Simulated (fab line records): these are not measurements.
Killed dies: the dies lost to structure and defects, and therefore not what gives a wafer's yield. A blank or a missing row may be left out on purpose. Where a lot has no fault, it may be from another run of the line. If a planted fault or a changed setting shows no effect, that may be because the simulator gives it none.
What tool caused it? -- flow n5Finfet -- 24 lots with 72 wafers sampled at 6 steps, on a route of 1938 steps

## WHAT THE GAUGES SHOWED, per wafer
N5_BEOL_M8_THK_MEAS_53: measures by xrf. Usual: for M8_THK the level is 81.3 nm and the standard deviation is 1.5.
lot,measured,on,M8_THK (nm),flag
L074,day 9 17:29,filmMetro-02,79.4 81.4 80.8,
L075,day 9 23:18,filmMetro-02,85.3 82.3 82.2,
L076,day 9 23:04,filmMetro-02,82.0 82.3 81.2,
L077,day 10 03:26,filmMetro-02,79.9 80.1 81.7,
L078,day 10 10:50,filmMetro-02,80.0 81.9 81.3,
L079,day 10 12:59,filmMetro-01,78.9 80.3 82.0,
L081,day 11 08:04,filmMetro-01,79.7 80.8 81.4,
L080,day 11 08:23,filmMetro-01,80.2 80.1 81.9,
L082,day 11 10:08,filmMetro-01,80.6 81.6 78.8,
L083,day 11 22:53,filmMetro-01,83.0 81.3 81.0,
L084,day 12 02:59,filmMetro-01,81.4 81.6 80.6,
L086,day 12 10:50,filmMetro-01,80.6 81.2 81.8,
L085,day 12 10:55,filmMetro-02,78.9 80.6 81.5,
L088,day 12 18:19,filmMetro-02,80.6 77.5 81.1,
L087,day 12 20:49,filmMetro-01,81.7 84.2 82.0,
L089,day 13 04:19,filmMetro-02,82.3 81.0 81.5,
L091,day 13 20:15,filmMetro-01,78.2 79.6 78.0,
L090,day 14 01:22,filmMetro-01,80.4 82.8 82.2,
L092,day 14 07:16,filmMetro-02,80.2 79.4 84.4,
L093,day 14 09:59,filmMetro-01,78.3 79.1 81.0,
L094,day 14 10:34,filmMetro-02,85.0 82.1 83.4,
L096,day 14 21:58,filmMetro-02,82.3 83.1 83.7,
L095,day 15 08:44,filmMetro-02,83.0 81.9 81.0,
L097,day 15 08:27,filmMetro-02,79.2 83.8 79.8,

N5_BEOL_M9_INSPECT_30: inspects for defects (brightfield). Usual: rawDefectCount at 387, with a standard deviation of 90.
lot,measured,on,rawDefectCount,flag
L074,day 9 23:30,defectInspect-01,593 550 391,
L075,day 10 05:57,defectInspect-02,403 334 380,
L076,day 10 05:47,defectInspect-02,445 363 545,
L077,day 10 09:00,defectInspect-01,319 345 428,
L078,day 10 15:35,defectInspect-02,477 512 393,
L079,day 10 15:52,defectInspect-02,281 343 531,
L081,day 11 11:09,defectInspect-02,330 340 294,
L080,day 11 11:22,defectInspect-02,442 569 353,
L082,day 11 14:24,defectInspect-02,500 307 439,
L083,day 12 05:29,defectInspect-02,253 209 362,
L084,day 12 06:02,defectInspect-02,324 301 296,
L086,day 12 14:38,defectInspect-01,388 443 466,
L085,day 12 15:00,defectInspect-01,329 364 251,
L088,day 12 22:36,defectInspect-01,392 445 268,
L087,day 13 00:44,defectInspect-01,244 312 247,
L089,day 13 10:31,defectInspect-01,371 599 372,
L091,day 13 23:35,defectInspect-01,499 459 558,
L090,day 14 07:39,defectInspect-02,289 503 528,
L092,day 14 10:54,defectInspect-02,473 365 379,
L093,day 14 14:08,defectInspect-02,280 347 199,
L094,day 14 14:27,defectInspect-02,322 507 365,
L096,day 15 04:35,defectInspect-01,417 335 292,
L095,day 15 16:04,defectInspect-02,312 384 339,
L097,day 15 15:51,defectInspect-01,528 520 463,

## WHICH TOOL RAN EACH LOT (tool, then ch and the chambers of the sampled wafers, then the start)
lot,N5_BEOL_M7_ETCH_41,N5_BEOL_M7_SURFACE_TREAT_79,N5_BEOL_M8_SPUTTER_48,N5_BEOL_M9_STRIP_19
L074,"rieDiel-05 ch 0,1,3, day 9 09:01 or earlier","pvdSputter-03, day 9 09:01","pvdSputter-02, day 9 16:40","rieDiel-03 ch 0,2,3, day 9 21:49"
L075,"rieDiel-03 ch 0,1,3, day 9 13:13 or earlier","pvdSputter-01, day 9 13:13","pvdSputter-02, day 9 22:18","rieDiel-02 ch 0,2,3, day 10 03:10"
L076,"rieDiel-02 ch 0,2,3, day 9 15:43 or earlier","pvdSputter-02, day 9 15:43","pvdSputter-02, day 9 22:05","rieDiel-05 ch 1,3, day 10 03:02"
L077,"rieDiel-02 ch 1,2,3, day 9 18:53 or earlier","pvdSputter-01, day 9 18:53","pvdSputter-01, day 10 02:37","rieDiel-05 ch 0,1,2, day 10 07:02"
L078,"rieDiel-03 ch 0,2,3, day 10 00:34 or earlier","pvdSputter-01, day 10 00:34","pvdSputter-01, day 10 09:50","rieDiel-02 ch 0,2,3, day 10 14:11"
L079,"rieDiel-02 ch 0,1,3, day 10 02:42 or earlier","pvdSputter-01, day 10 02:42","pvdSputter-03, day 10 11:28","rieDiel-02 ch 0,2,3, day 10 15:14"
L081,"rieDiel-05 ch 0,1,3, day 10 20:25 or earlier","pvdSputter-03, day 10 20:25","pvdSputter-01, day 11 07:10","rieDiel-05 ch 1,2, day 11 10:29"
L080,"rieDiel-05 ch 1,2,3, day 10 20:56 or earlier","pvdSputter-01, day 10 20:56","pvdSputter-01, day 11 07:33","rieDiel-05 ch 2,3, day 11 10:47"
L082,"rieDiel-02 ch 0,2,3, day 11 00:54 or earlier","pvdSputter-01, day 11 00:54","pvdSputter-02, day 11 09:11","rieDiel-05 ch 2,3, day 11 13:44"
L083,"rieDiel-03 ch 0,1,3, day 11 15:32 or earlier","pvdSputter-01, day 11 15:32","pvdSputter-03, day 11 21:55","rieDiel-03 ch 0,2,3, day 12 03:46"
L084,"rieDiel-03 ch 0,1, day 11 16:27 or earlier","pvdSputter-01, day 11 16:27","pvdSputter-02, day 12 02:08","rieDiel-05 ch 0,2,3, day 12 05:34"
L086,"rieDiel-05 ch 1,2,3, day 12 02:03 or earlier","pvdSputter-02, day 12 02:03","pvdSputter-03, day 12 09:52","rieDiel-03 ch 0,1,2, day 12 13:59"
L085,"rieDiel-05 ch 1,2, day 12 02:13 or earlier","pvdSputter-02, day 12 02:13","pvdSputter-03, day 12 09:57","rieDiel-03 ch 2,3, day 12 14:02"
L088,"rieDiel-05 ch 0,3, day 12 10:15 or earlier","pvdSputter-01, day 12 10:15","pvdSputter-01, day 12 17:10","rieDiel-02 ch 0,1,3, day 12 20:45"
L087,"rieDiel-05 ch 0,3, day 12 11:54 or earlier","pvdSputter-02, day 12 11:54","pvdSputter-01, day 12 19:59","rieDiel-05 ch 0,1,3, day 13 00:04"
L089,"rieDiel-05 ch 0,3, day 12 16:59 or earlier","pvdSputter-01, day 12 16:59","pvdSputter-01, day 13 03:30","rieDiel-02 ch 0,2, day 13 08:02"
L091,"rieDiel-02 ch 1,2, day 13 10:44 or earlier","pvdSputter-01, day 13 10:44","pvdSputter-01, day 13 19:27","rieDiel-03 ch 0,1,2, day 13 22:58"
L090,"rieDiel-02 ch 0,2, day 13 15:50 or earlier","pvdSputter-03, day 13 15:50","pvdSputter-03, day 14 00:34","rieDiel-05 ch 0,3, day 14 03:58"
L092,"rieDiel-05 ch 0,2,3, day 13 22:31 or earlier","pvdSputter-01, day 13 22:31","pvdSputter-03, day 14 06:28","rieDiel-02 ch 1,2,3, day 14 09:37"
L093,"rieDiel-03 ch 0,2, day 13 23:05 or earlier","pvdSputter-01, day 13 23:05","pvdSputter-03, day 14 08:58","rieDiel-03 ch 2,3, day 14 12:49"
L094,"rieDiel-05 ch 0,1,3, day 14 00:04 or earlier","pvdSputter-02, day 14 00:04","pvdSputter-01, day 14 09:41","rieDiel-03 ch 0,1,2, day 14 13:59"
L096,"rieDiel-02 ch 0,1,3, day 14 12:17 or earlier","pvdSputter-02, day 14 12:17","pvdSputter-01, day 14 21:10","rieDiel-05 ch 2,3, day 15 01:17"
L095,"rieDiel-03 ch 0,2, day 14 20:59 or earlier","pvdSputter-02, day 14 20:59","pvdSputter-01, day 15 07:55","rieDiel-02 ch 1,2,3, day 15 14:19"
L097,"rieDiel-02 ch 0,2, day 14 21:50 or earlier","pvdSputter-01, day 14 21:50","pvdSputter-03, day 15 07:11","rieDiel-02 ch 0,3, day 15 13:46"
- N5_BEOL_M7_ETCH_41: etches SiCN in CH3F/O2, target depth 31.9 nm, time 57.8 s.
- N5_BEOL_M7_SURFACE_TREAT_79
- N5_BEOL_M8_SPUTTER_48: material Cu, target thk 10 nm, time 1.667 s.
- N5_BEOL_M9_STRIP_19: strips in O2.

## WHAT THE TOOLS THEMSELVES READ (means of the sampled wafers that have a number; where no wafer has one, the mark that the record gives instead)
N5_BEOL_M7_ETCH_41. Usual: CH3F_flow_sccm 30.00 sccm, standard deviation 0.089; biasW 75.00 W, standard deviation 0.23; drypumpMotorCurrentA 5.6 A, standard deviation 0.46; oesProductAu 0.78 a.u., standard deviation 0.093; rfFwdPowerW 391.7 W, standard deviation 1.4; rfVppV 297.4 V, standard deviation 1.7; showerheadPlenumPTorr 2.00 Torr, standard deviation 0.065; throttleValvePct 16.32 %, standard deviation 0.22.
lot,tool,CH3F_flow_sccm (sccm),biasW (W),drypumpMotorCurrentA (A),oesProductAu (a.u.),rfFwdPowerW (W),rfVppV (V),showerheadPlenumPTorr (Torr),throttleValvePct (%),flag
L074,rieDiel-05,30.04,74.85,5.6,0.71,391.7,297.6,1.98,16.48,
L075,rieDiel-03,29.99,75.00,5.4,0.76,391.9,296.6,2.01,16.27,
L076,rieDiel-02,30.02,75.46,5.6,0.80,392.1,298.1,2.06,16.19,
L077,rieDiel-02,30.00,74.89,5.5,0.78,391.4,298.6,2.03,16.27,
L078,rieDiel-03,30.07,74.97,5.2,0.81,391.0,297.5,2.02,16.25,
L079,rieDiel-02,30.00,75.04,5.7,0.83,392.1,298.9,2.08,16.08,
L081,rieDiel-05,29.98,75.11,5.7,0.70,391.6,296.1,1.98,16.52,
L080,rieDiel-05,30.05,75.03,5.7,0.70,391.4,296.3,1.96,16.47,
L082,rieDiel-02,30.08,75.10,5.6,0.79,393.4,299.0,2.05,16.23,
L083,rieDiel-03,29.99,74.96,5.4,0.76,392.7,298.5,2.00,16.28,
L084,rieDiel-03,29.92,74.99,5.5,0.78,392.6,297.2,2.00,16.21,
L086,rieDiel-05,29.92,75.00,5.7,0.70,391.6,296.3,1.95,16.50,
L085,rieDiel-05,29.93,75.12,5.9,0.68,392.0,296.3,1.94,16.54,
L088,rieDiel-05,30.07,74.78,6.1,0.89,389.8,296.2,1.95,16.37,
L087,rieDiel-05,30.03,74.91,6.1,0.89,392.4,296.1,1.95,16.38,
L089,rieDiel-05,30.07,74.96,6.1,0.88,392.8,296.4,1.95,16.39,
L091,rieDiel-02,29.97,74.92,5.3,0.80,393.0,298.1,2.01,16.18,
L090,rieDiel-02,29.97,74.81,5.4,0.78,392.3,296.8,2.02,16.24,
L092,rieDiel-05,29.98,75.22,6.1,0.87,391.9,297.4,2.00,16.36,
L093,rieDiel-03,29.99,75.18,5.3,0.80,391.5,296.7,2.01,16.25,
L094,rieDiel-05,30.02,75.02,5.7,0.77,390.3,297.3,1.97,16.41,
L096,rieDiel-02,30.04,75.00,5.7,0.80,390.5,299.5,2.07,16.13,
L095,rieDiel-03,30.02,75.21,5.3,0.79,390.5,298.6,2.01,16.26,
L097,rieDiel-02,29.95,75.03,5.4,0.78,393.8,298.1,2.02,16.27,

N5_BEOL_M8_SPUTTER_48. Usual: chuckSensorTempC -16.1 C, standard deviation 0.54; throttleValvePct 29.9 %, standard deviation 1.
lot,tool,chuckSensorTempC (C),throttleValvePct (%),flag
L074,pvdSputter-02,-15.8,29.7,
L075,pvdSputter-02,-15.8,29.7,
L076,pvdSputter-02,-16.1,30.3,
L077,pvdSputter-01,-16.5,30.0,
L078,pvdSputter-01,-16.3,30.1,
L079,pvdSputter-03,-16.1,30.1,
L081,pvdSputter-01,-16.1,29.9,
L080,pvdSputter-01,-16.1,30.1,
L082,pvdSputter-02,-16.3,30.3,
L083,pvdSputter-03,-15.4,29.8,
L084,pvdSputter-02,-16.0,31.1,
L086,pvdSputter-03,-16.0,29.0,
L085,pvdSputter-03,-15.9,29.4,
L088,pvdSputter-01,-16.3,30.4,
L087,pvdSputter-01,-16.4,30.0,
L089,pvdSputter-01,-16.3,30.3,
L091,pvdSputter-01,-16.1,30.4,
L090,pvdSputter-03,-16.1,29.8,
L092,pvdSputter-03,-16.0,29.3,
L093,pvdSputter-03,-15.8,29.3,
L094,pvdSputter-01,-16.3,29.8,
L096,pvdSputter-01,-16.1,30.1,
L095,pvdSputter-01,-16.0,29.9,
L097,pvdSputter-03,-15.4,29.3,

N5_BEOL_M9_STRIP_19. Usual: drypumpMotorCurrentA 5.6 A, standard deviation 0.45; oesProductAu 0.78 a.u., standard deviation 0.086; rfVppV 3.6 V, standard deviation 0.52; showerheadPlenumPTorr 2.10 Torr, standard deviation 0.071; throttleValvePct 16.66 %, standard deviation 0.24.
lot,tool,drypumpMotorCurrentA (A),oesProductAu (a.u.),rfVppV (V),showerheadPlenumPTorr (Torr),throttleValvePct (%),flag
L074,rieDiel-03,5.2,0.81,4.0,2.11,16.61,
L075,rieDiel-02,5.6,0.79,3.6,2.17,16.58,
L076,rieDiel-05,5.2,0.72,3.7,2.10,16.66,
L077,rieDiel-05,5.9,0.69,3.9,2.07,16.90,
L078,rieDiel-02,5.6,0.79,3.2,2.16,16.59,
L079,rieDiel-02,5.6,0.79,4.0,2.16,16.61,
L081,rieDiel-05,5.9,0.69,3.8,2.04,16.92,
L080,rieDiel-05,6.1,0.70,3.4,1.99,17.00,
L082,rieDiel-05,5.8,0.71,3.5,2.00,16.92,
L083,rieDiel-03,5.2,0.79,4.1,2.10,16.64,
L084,rieDiel-05,6.1,0.80,3.7,2.01,16.85,
L086,rieDiel-03,5.2,0.82,3.9,2.12,16.58,
L085,rieDiel-03,5.2,0.75,3.4,2.09,16.66,
L088,rieDiel-02,5.7,0.81,3.3,2.17,16.48,
L087,rieDiel-05,5.6,0.79,3.4,2.06,16.72,
L089,rieDiel-02,5.7,0.84,3.8,2.17,16.41,
L091,rieDiel-03,5.2,0.80,3.2,2.11,16.61,
L090,rieDiel-05,5.8,0.78,3.5,2.01,16.81,
L092,rieDiel-02,5.4,0.76,3.8,2.13,16.73,
L093,rieDiel-03,5.2,0.74,3.8,2.08,16.69,
L094,rieDiel-03,5.2,0.79,3.2,2.11,16.62,
L096,rieDiel-05,6.1,0.85,3.5,2.16,16.74,
L095,rieDiel-02,5.5,0.75,3.8,2.13,16.74,
L097,rieDiel-02,5.8,0.80,4.0,2.19,16.40,

## THE ANSWER, worked out from the rows above alone
Rule: a lot is off if the mean of its wafers that have a number lies more than 3 standard deviations from the usual mean. A lot without any number at a reading at which 4 lots or more have one is off too. Where the step has rows for the other lots, those lots are counted as sound. After the gauges, taken in route order, come the tools' own readings; for these a lot's mean is taken, as printed above. The first step at which some lot is off is used, and at that step the reading that is off furthest; a lot without a number counts as furthest.
No lot is off at any reading shown: from this, nothing can be told.

## WHAT WAS PUT IN BY THE SIMULATOR
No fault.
